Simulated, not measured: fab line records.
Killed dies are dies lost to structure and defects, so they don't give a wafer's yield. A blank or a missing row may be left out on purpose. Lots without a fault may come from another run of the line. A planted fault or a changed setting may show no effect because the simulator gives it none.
Which tool was responsible? -- flow nandHarc -- 13 lots, 39 wafers sampled, at 5 steps of a route of 1302

== WHAT THE GAUGES SHOWED, per wafer ==
NHARC_END_SORT_01.
lot,measured,on,defectLimitedYield (%),killedAtArray,killedAtOther,killedAtPeriphery,killedDies,killedOpen,killedShort
L550,day 26 13:55,prober-01,0 0 0,670 674 672,1 1 2,6 2 3,677 677 677,3 4 1,0 2 1
L552,day 27 10:08,prober-02,0 0 0,676 674 675,1 2 1,0 1 1,677 677 677,4 5 5,3 7 2
L559,day 31 04:09,prober-01,90.0 90.0 88.5,64 62 74,1 0 1,3 6 3,68 68 78,5 2 4,4 0 4
L562,day 31 19:05,prober-01,93.9 93.1 90.7,39 42 58,0 0 0,2 5 5,41 47 63,3 5 3,2 0 1
L563,day 31 12:09,prober-02,88.9 89.5 92.2,67 67 47,1 1 0,7 3 6,75 71 53,4 1 4,4 2 3
L560,day 31 12:00,prober-01,91.4 94.1 93.5,54 37 42,0 1 0,4 2 2,58 40 44,2 0 4,1 1 3
L565,day 32 23:26,prober-02,85.7 88.6 90.0,94 76 65,2 0 0,1 1 3,97 77 68,3 0 3,3 3 3
L564,day 33 05:41,prober-01,90.7 92.5 94.1,56 43 32,0 0 0,7 8 8,63 51 40,3 1 3,1 1 1
L568,day 34 13:17,prober-02,95.9 93.5 92.9,26 40 45,2 1 1,0 3 2,28 44 48,4 1 1,4 4 1

== EACH LOT AND THE TOOL THAT RAN IT (in order: tool; ch and the chambers of the sampled wafers; start) ==
lot,NHARC_A_BLC_ALD_23,NHARC_A_M0_DESCUM_14,NHARC_A_M0_ANNEAL_30,NHARC_A_M1_DEP_00
L546,"aldMetal-02 ch 1,2,3, day 23 14:32","rieDiel-02 ch 0,1,2, day 23 16:37","rtpAnneal-01 ch 0, day 23 18:20","pecvd-02 ch 0,2, day 23 19:43"
L547,"aldMetal-02 ch 0,1, day 23 16:32","rieDiel-02 ch 0,1,3, day 23 18:49","rtpAnneal-02 ch 0, day 23 20:34","pecvd-01 ch 0,1,2, day 23 21:50"
L550,"aldMetal-02 ch 1,2,3, day 24 10:18","rieDiel-03 ch 0,1,2, day 25 00:39","rtpAnneal-01 ch 0, day 25 02:19","pecvd-02 ch 0,1,2, day 25 03:42"
L552,"aldMetal-04 ch 0,1, day 25 16:38","rieDiel-11 ch 0,2, day 25 18:50","rtpAnneal-02 ch 0, day 25 20:32","pecvd-03 ch 0,2, day 25 21:58"
L553,"aldMetal-03 ch 0,2, day 25 17:56","rieDiel-11 ch 0,1,3, day 25 20:10","rtpAnneal-01 ch 0, day 25 21:55","pecvd-01 ch 1,2, day 25 23:14"
L559,"aldMetal-04 ch 1,2,3, day 29 11:22","rieDiel-02 ch 0,3, day 29 13:35","rtpAnneal-01 ch 0, day 29 15:24","pecvd-01 ch 0,1, day 29 16:41"
L562,"aldMetal-03 ch 1,2,3, day 29 14:03","rieDiel-02 ch 0,1, day 29 16:16","rtpAnneal-01 ch 0, day 29 18:01","pecvd-03 ch 0,1, day 29 19:20"
L563,"aldMetal-04 ch 1,2,3, day 29 14:08","rieDiel-03 ch 2,3, day 29 16:25","rtpAnneal-02 ch 0, day 29 18:23","pecvd-02 ch 0,2, day 29 19:45"
L560,"aldMetal-02 ch 0,3, day 29 15:24","rieDiel-03 ch 0,2, day 29 17:37","rtpAnneal-02 ch 0, day 29 19:25","pecvd-03 ch 0,1, day 29 20:45"
L565,"aldMetal-02 ch 0,1,2, day 30 13:13","rieDiel-03 ch 2,3, day 30 15:22","rtpAnneal-01 ch 0, day 30 17:11","pecvd-03 ch 0,1,2, day 30 18:33"
L564,"aldMetal-03 ch 1,2, day 30 23:50","rieDiel-02 ch 0,1,3, day 31 02:04","rtpAnneal-01 ch 0, day 31 04:05","pecvd-02 ch 0,1,2, day 31 05:25"
L567,"aldMetal-03 ch 1,2, day 32 12:53","rieDiel-11 ch 0,1,2, day 32 15:00","rtpAnneal-02 ch 0, day 32 16:43","pecvd-01 ch 0,1, day 32 18:08"
L568,"aldMetal-02 ch 2,3, day 32 19:22","rieDiel-02 ch 1,3, day 32 21:35","rtpAnneal-02 ch 0, day 32 23:17","pecvd-02 ch 0,1, day 33 00:44"
- NHARC_A_BLC_ALD_23: deposits TiN, target thk 3 nm, pulse time 1 s, ald cycles 150.
- NHARC_A_M0_DESCUM_14: chemistry O2, time 3 s.
- NHARC_A_M0_ANNEAL_30: time 90 s.
- NHARC_A_M1_DEP_00: deposits SiOC, target thk 182.5 nm.

== WHAT THE TOOLS THEMSELVES READ (means of the sampled wafers that have a number; where no wafer has one, the mark that the record gives instead) ==
NHARC_A_BLC_ALD_23.
lot,tool,heaterPowerW (W),precursorPulseHeightRel
L546,aldMetal-02,1145,1.022
L547,aldMetal-02,1163,1.019
L550,aldMetal-02,1148,1.022
L552,aldMetal-04,1014,1.000
L553,aldMetal-03,1203,1.011
L559,aldMetal-04,1060,1.001
L562,aldMetal-03,1093,0.987
L563,aldMetal-04,1071,0.995
L560,aldMetal-02,1136,0.982
L565,aldMetal-02,1192,0.995
L564,aldMetal-03,1156,1.001
L567,aldMetal-03,1146,0.996
L568,aldMetal-02,1141,0.979

NHARC_A_M0_DESCUM_14.
lot,tool,drypumpMotorCurrentA (A),oesProductAu (a.u.),rfVppV (V),showerheadPlenumPTorr (Torr),throttleValvePct (%)
L546,rieDiel-02,5.6,1.000,57.7,1.89,11.309
L547,rieDiel-02,5.6,1.005,58.0,1.88,11.314
L550,rieDiel-03,5.8,0.993,56.6,1.90,11.307
L552,rieDiel-11,5.7,1.002,58.1,1.94,11.309
L553,rieDiel-11,5.8,1.001,57.1,1.90,11.310
L559,rieDiel-02,5.7,0.995,57.2,1.86,11.311
L562,rieDiel-02,5.4,0.986,57.4,1.91,11.315
L563,rieDiel-03,6.5,1.004,58.1,1.97,11.312
L560,rieDiel-03,6.1,1.010,58.1,1.92,11.315
L565,rieDiel-03,6.5,1.018,57.1,1.93,11.316
L564,rieDiel-02,5.6,0.987,58.0,1.88,11.309
L567,rieDiel-11,6.0,1.000,58.6,1.87,11.315
L568,rieDiel-02,5.5,1.009,57.4,1.91,11.311

NHARC_A_M0_ANNEAL_30.
lot,tool,wafer_temp_C_max
L546,rtpAnneal-01,226.05
L547,rtpAnneal-02,225.43
L550,rtpAnneal-01,226.14
L552,rtpAnneal-02,225.68
L553,rtpAnneal-01,226.12
L559,rtpAnneal-01,225.89
L562,rtpAnneal-01,225.96
L563,rtpAnneal-02,225.65
L560,rtpAnneal-02,225.83
L565,rtpAnneal-01,225.90
L564,rtpAnneal-01,225.75
L567,rtpAnneal-02,225.56
L568,rtpAnneal-02,225.61

NHARC_A_M1_DEP_00.
lot,tool,chamberPressureTorr (Torr),rfFwdPowerW (W),showerheadVppV (V)
L546,pecvd-02,4.996,597.5,1594
L547,pecvd-01,5.013,600.6,1409
L550,pecvd-02,-,-,-
L552,pecvd-03,-,-,-
L553,pecvd-01,-,-,-
L559,pecvd-01,4.983,600.0,1410
L562,pecvd-03,4.995,599.2,1511
L563,pecvd-02,5.005,599.7,1586
L560,pecvd-03,4.997,600.6,1509
L565,pecvd-03,4.997,599.2,1494
L564,pecvd-02,4.990,597.1,1600
L567,pecvd-01,4.999,600.1,1403
L568,pecvd-02,5.000,599.7,1559

== THE ANSWER, worked out from the rows above alone ==
Rule: the lots themselves supply what counts as usual. Put in order of their means at a reading, lots are off if they are a third of the lots or fewer, leave a main group of 4 or more, and stand apart from it by a gap of 3 or more times the standard deviation of the main group's means; of several such gaps the widest counts. Not used: any main group whose means are identical at the precision the tables above print for the reading. A lot without any number at a reading at which 4 lots or more have one is off too. Where the step has rows for the other lots, those lots are counted as sound. Order of review: gauges by route order, followed by the tools' own readings, for which a lot's mean as printed above is used. The first step at which some lot is off is used, and at that step the reading that is off furthest; a lot without a number counts as furthest.
Off: L550, L552, at NHARC_END_SORT_01 (defectLimitedYield). For the main group the mean is 91.4 % and the standard deviation 2. Neither off nor sound, because the step has no rows for them: L546, L547, L553, L567.
A tool fits if, at a process step before that reading, it ran every lot that is off, and no sound lot after the first of them. The gauges at NHARC_END_SORT_01 aren't tried: what is off there is off at NHARC_A_M1_DEP_00 too, on other tools, and a gauge's error can't cause that. No candidate that was tried fits.

== WHAT WAS PUT IN BY THE SIMULATOR ==
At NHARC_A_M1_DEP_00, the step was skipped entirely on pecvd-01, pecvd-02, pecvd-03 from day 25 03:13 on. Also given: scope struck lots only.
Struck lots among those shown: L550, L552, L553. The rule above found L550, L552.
